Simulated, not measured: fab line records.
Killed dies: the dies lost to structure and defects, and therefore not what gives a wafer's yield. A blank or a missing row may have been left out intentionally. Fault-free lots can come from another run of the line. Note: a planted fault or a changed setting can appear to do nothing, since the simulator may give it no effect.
The tool behind it: which one? | flow n5_finfet | 10 lots, 28 wafers sampled, at 6 steps of a route of 1938

== WHAT EACH GAUGE READ, for each wafer ==
N5_FIN_CUT_CD_MEAS_08: the cd target is 29.1 nm. Usual: cd_nm at 29.02 nm, with a standard deviation of 0.22.
lot  | measured    | on        | cd_nm (nm)        | flag
L808 | day 2 04:37 | cd_sem-03 | 29.24 28.74 29.19 |
L810 | day 2 14:36 | cd_sem-02 | 28.82 28.94 29.19 |
L811 | day 2 20:06 | cd_sem-03 | 29.24 29.02       |
L812 | day 3 02:25 | cd_sem-01 | 28.77 29.24 28.87 |
L816 | day 4 05:38 | cd_sem-01 | 29.15 28.97 28.73 |
L817 | day 4 10:37 | cd_sem-01 | 29.50 29.06 28.94 |
L819 | day 5 03:02 | cd_sem-01 | 29.05 29.21       |
L820 | day 5 08:35 | cd_sem-01 | 28.83 28.57 28.71 |
L821 | day 5 11:05 | cd_sem-01 | 28.95 28.98 28.83 |
L828 | day 7 03:39 | cd_sem-02 | 29.03 28.82 28.80 |

N5_STI_FIN_REVEAL_FIN_H_MEAS_10. Usual: trench_depth_nm at 52.0 nm, with a standard deviation of 0.77.
lot  | measured    | on     | trench_depth_nm (nm) | flag
L808 | day 2 14:19 | ocd-01 | 51.7 51.6 51.7       |
L810 | day 3 00:26 | ocd-01 | 52.8 52.5 52.8       |
L811 | day 3 05:58 | ocd-01 | 52.4 52.6            |
L812 | day 3 12:49 | ocd-01 | 50.8 52.1 50.3       |
L816 | day 4 15:18 | ocd-02 | 51.6 53.2 53.2       |
L817 | day 4 20:30 | ocd-01 | 51.6 51.7 52.0       |
L819 | day 5 13:55 | ocd-01 | 52.2 52.1            |
L820 | day 5 19:00 | ocd-01 | 54.7 51.6 54.4       |
L821 | day 5 20:48 | ocd-02 | 51.3 51.2 50.9       |
L828 | day 7 13:44 | ocd-02 | 52.0 50.7 51.7       |

N5_BEOL_M4_RC_MEAS_101. Usual: DIBL_N 37.7 mV/V, standard deviation 2; DIBL_P 37.7 mV/V, standard deviation 2.3; IOFF_N 0.18 nA/um, standard deviation 0.039; IOFF_P 0.23 nA/um, standard deviation 0.042; ION_N 681 uA/um, standard deviation 12; ION_P 463 uA/um, standard deviation 8; SS_N 71.9 mV/dec, standard deviation 0.68; SS_P 73.6 mV/dec, standard deviation 0.71; VT_N 248 mV, standard deviation 3.2; VT_P -249 mV, standard deviation 3.1.
lot  | measured     | on        | DIBL_N (mV/V)  | DIBL_P (mV/V)  | IOFF_N (nA/um) | IOFF_P (nA/um) | ION_N (uA/um) | ION_P (uA/um) | SS_N (mV/dec)  | SS_P (mV/dec)  | VT_N (mV)   | VT_P (mV)      | flag
L808 | day 12 07:17 | prober-01 | 36.6 38.5 40.1 | 36.6 38.0 42.1 | 0.17 0.20 0.26 | 0.24 0.25 0.36 | 669 675 688   | 464 460 471   | 72.1 72.3 72.8 | 72.7 73.1 73.9 | 249 248 243 | -245 -243 -241 |
L810 | day 12 01:04 | prober-02 | 42.7 36.7 42.0 | 41.4 34.8 40.6 | 0.26 0.13 0.25 | 0.31 0.18 0.30 | 704 672 707   | 480 465 482   | 73.3 71.3 72.9 | 74.6 72.9 74.4 | 244 254 245 | -245 -254 -247 |
L811 | day 12 12:42 | prober-02 | 38.0 37.4      | 37.0 37.3      | 0.19 0.16      | 0.20 0.21      | 692 681       | 462 459       | 71.4 71.2      | 73.3 73.3      | 247 249     | -252 -252      |
L812 | day 12 14:16 | prober-01 | 36.2 37.5 41.2 | 35.5 38.0 40.8 | 0.13 0.16 0.24 | 0.16 0.20 0.24 | 658 679 677   | 441 457 452   | 72.6 72.2 72.4 | 73.6 72.6 74.0 | 254 251 245 | -256 -254 -250 |
L816 | day 13 18:59 | prober-02 | 38.7 36.7 37.4 | 39.1 36.1 39.1 | 0.19 0.15 0.18 | 0.25 0.18 0.25 | 679 680 695   | 459 458 471   | 72.9 72.5 72.8 | 74.1 73.9 74.3 | 248 250 251 | -251 -256 -250 |
L817 | day 13 21:57 | prober-01 | 37.6 40.3 38.8 | 36.9 38.5 38.6 | 0.16 0.23 0.18 | 0.23 0.25 0.24 | 664 682 670   | 460 461 455   | 72.0 72.7 71.5 | 74.0 74.1 73.5 | 250 247 251 | -249 -245 -250 |
L819 | day 14 05:29 | prober-01 | 39.9 41.5      | 40.9 41.8      | 0.22 0.27      | 0.27 0.30      | 709 715       | 470 484       | 72.0 72.1      | 74.2 74.2      | 244 242     | -249 -245      |
L820 | day 14 15:04 | prober-02 | 39.1 34.8 38.5 | 39.3 32.8 37.7 | 0.23 0.13 0.19 | 0.26 0.16 0.22 | 718 669 710   | 486 452 483   | 72.2 70.7 72.2 | 74.3 72.4 73.3 | 241 250 245 | -247 -253 -252 |
L821 | day 15 17:26 | prober-01 | 34.6 36.4 39.1 | 35.0 37.2 40.1 | 0.14 0.16 0.21 | 0.19 0.22 0.27 | 668 673 685   | 461 461 458   | 70.6 71.1 72.7 | 73.0 73.6 73.4 | 249 251 247 | -250 -251 -248 |
L828 | day 17 01:41 | prober-01 | 38.0 33.6 35.8 | 40.6 34.2 36.5 | 0.18 0.11 0.15 | 0.23 0.14 0.17 | 686 645 675   | 471 444 454   | 72.0 71.2 71.7 | 73.7 71.8 73.3 | 247 256 251 | -252 -253 -256 |

== WHAT TOOL EACH LOT RAN ON (gives the tool, then ch and the chambers of the sampled wafers, and finally the start) ==
lot  | N5_STI_FIN_REVEAL_ALD_00         | N5_STI_FIN_REVEAL_STRIP_24        | N5_STI_FIN_REVEAL_RECESS_09
L808 | ald_sin-03 ch 2,3, day 2 05:41   | rie_diel-01 ch 0,3, day 2 11:24   | vapor_etch-01 ch 0,1, day 2 12:08
L810 | ald_sin-02 ch 0,1,3, day 2 15:41 | rie_diel-05 ch 0,3, day 2 21:31   | vapor_etch-01 ch 0,1, day 2 21:44
L811 | ald_sin-01 ch 1, day 2 21:10     | rie_diel-05 ch 0,3, day 3 03:02   | vapor_etch-01 ch 1, day 3 03:14
L812 | ald_sin-02 ch 0,2,3, day 3 03:31 | rie_diel-01 ch 1,3, day 3 09:46   | vapor_etch-02 ch 0,1, day 3 09:59
L816 | ald_sin-02 ch 0,1,2, day 4 06:43 | rie_diel-05 ch 1,3, day 4 12:23   | vapor_etch-01 ch 1, day 4 12:37
L817 | ald_sin-03 ch 0,2, day 4 11:45   | rie_diel-01 ch 0,3, day 4 17:34   | vapor_etch-01 ch 0,1, day 4 17:48
L819 | ald_sin-02 ch 2,3, day 5 04:46   | rie_diel-04 ch 2, day 5 10:29     | vapor_etch-01 ch 0,1, day 5 11:24
L820 | ald_sin-03 ch 0,1,2, day 5 09:41 | rie_diel-04 ch 1,2, day 5 15:33   | vapor_etch-01 ch 0,1, day 5 16:29
L821 | ald_sin-01 ch 1,2,3, day 5 12:10 | rie_diel-05 ch 1,2, day 5 17:52   | vapor_etch-02 ch 0,1, day 5 18:05
L828 | ald_sin-02 ch 0,1,2, day 7 04:58 | rie_diel-05 ch 1,2,3, day 7 10:50 | vapor_etch-02 ch 0,1, day 7 11:02
- N5_STI_FIN_REVEAL_ALD_00: deposits SiO2, target thk 1 nm, pulse time 1 s.
- N5_STI_FIN_REVEAL_STRIP_24: strips in N2/H2, time 90 s.
- N5_STI_FIN_REVEAL_RECESS_09: chemistry HF/NH3, target SiO2, afs cycles 11, target depth 42.5 nm, sublimation time 60 s.

== WHAT THE TOOLS THEMSELVES READ (means of the sampled wafers that have a number; where no wafer has one, the mark that the record gives instead) ==
N5_STI_FIN_REVEAL_ALD_00. Usual: heater_power_w 478 W, standard deviation 48; precursor_pulse_height_rel 1.003, standard deviation 0.019.
lot  | tool       | heater_power_w (W) | precursor_pulse_height_rel | flag
L808 | ald_sin-03 | 501                | 1.025                      |
L810 | ald_sin-02 | 452                | 1.003                      |
L811 | ald_sin-01 | 403                | 0.985                      |
L812 | ald_sin-02 | 454                | 1.010                      |
L816 | ald_sin-02 | 472                | 1.013                      |
L817 | ald_sin-03 | 464                | 0.986                      |
L819 | ald_sin-02 | 431                | 1.006                      |
L820 | ald_sin-03 | 461                | 1.004                      |
L821 | ald_sin-01 | 505                | 1.006                      |
L828 | ald_sin-02 | 486                | 0.993                      |

N5_STI_FIN_REVEAL_STRIP_24. Usual: drypump_motor_current_A 6.0 A, standard deviation 0.42; oes_product_au 0.81 a.u., standard deviation 0.097; rf_vpp_V 45.3 V, standard deviation 0.88; showerhead_plenum_p_Torr 3.42 Torr, standard deviation 0.13; throttle_valve_pct 12.1 %, standard deviation 0.31.
lot  | tool        | drypump_motor_current_A (A) | oes_product_au (a.u.) | rf_vpp_V (V) | showerhead_plenum_p_Torr (Torr) | throttle_valve_pct (%) | flag
L808 | rie_diel-01 | 6.4                         | 0.82                  | 44.7         | 3.47                            | 12.1                   |
L810 | rie_diel-05 | 6.0                         | 0.83                  | 45.7         | 3.43                            | 11.8                   |
L811 | rie_diel-05 | 6.2                         | 0.79                  | 44.9         | 3.36                            | 11.9                   |
L812 | rie_diel-01 | 6.3                         | 0.76                  | 45.9         | 3.37                            | 12.1                   |
L816 | rie_diel-05 | 6.5                         | 0.70                  | 44.5         | 3.18                            | 12.5                   |
L817 | rie_diel-01 | 6.3                         | 0.83                  | 45.5         | 3.53                            | 12.1                   |
L819 | rie_diel-04 | 5.7                         | 0.83                  | 45.8         | 3.40                            | 11.9                   |
L820 | rie_diel-04 | 6.1                         | 0.92                  | 45.2         | 3.45                            | 12.1                   |
L821 | rie_diel-05 | 6.1                         | 0.75                  | 44.7         | 3.29                            | 12.5                   |
L828 | rie_diel-05 | 6.2                         | 0.93                  | 45.4         | 3.54                            | 12.0                   |

N5_STI_FIN_REVEAL_RECESS_09. Usual: drypump_motor_current_A at 5.7 A, with a standard deviation of 0.43.
lot  | tool          | drypump_motor_current_A (A) | flag
L808 | vapor_etch-01 | 5.9                         |
L810 | vapor_etch-01 | 5.9                         |
L811 | vapor_etch-01 | 6.2                         |
L812 | vapor_etch-02 | 5.8                         |
L816 | vapor_etch-01 | 6.2                         |
L817 | vapor_etch-01 | 5.7                         |
L819 | vapor_etch-01 | 5.8                         |
L820 | vapor_etch-01 | 5.9                         |
L821 | vapor_etch-02 | 5.8                         |
L828 | vapor_etch-02 | 5.9                         |

== THE ANSWER, worked out from the rows above alone ==
Rule: lot off if the mean of its wafers having a number is beyond 3 standard deviations from the usual mean. A lot without any number at a reading at which 4 lots or more have one is off too. The other lots that the step has rows for count as sound. After the gauges, taken in route order, come the tools' own readings; for these a lot's mean is taken, as printed above. At the first step where some lot is off, the reading lying furthest off is the one used; lots without a number count as furthest.
No lot is off on any of the readings shown, so nothing can be concluded from this.

== WHAT HAD BEEN PUT IN BY THE SIMULATOR ==
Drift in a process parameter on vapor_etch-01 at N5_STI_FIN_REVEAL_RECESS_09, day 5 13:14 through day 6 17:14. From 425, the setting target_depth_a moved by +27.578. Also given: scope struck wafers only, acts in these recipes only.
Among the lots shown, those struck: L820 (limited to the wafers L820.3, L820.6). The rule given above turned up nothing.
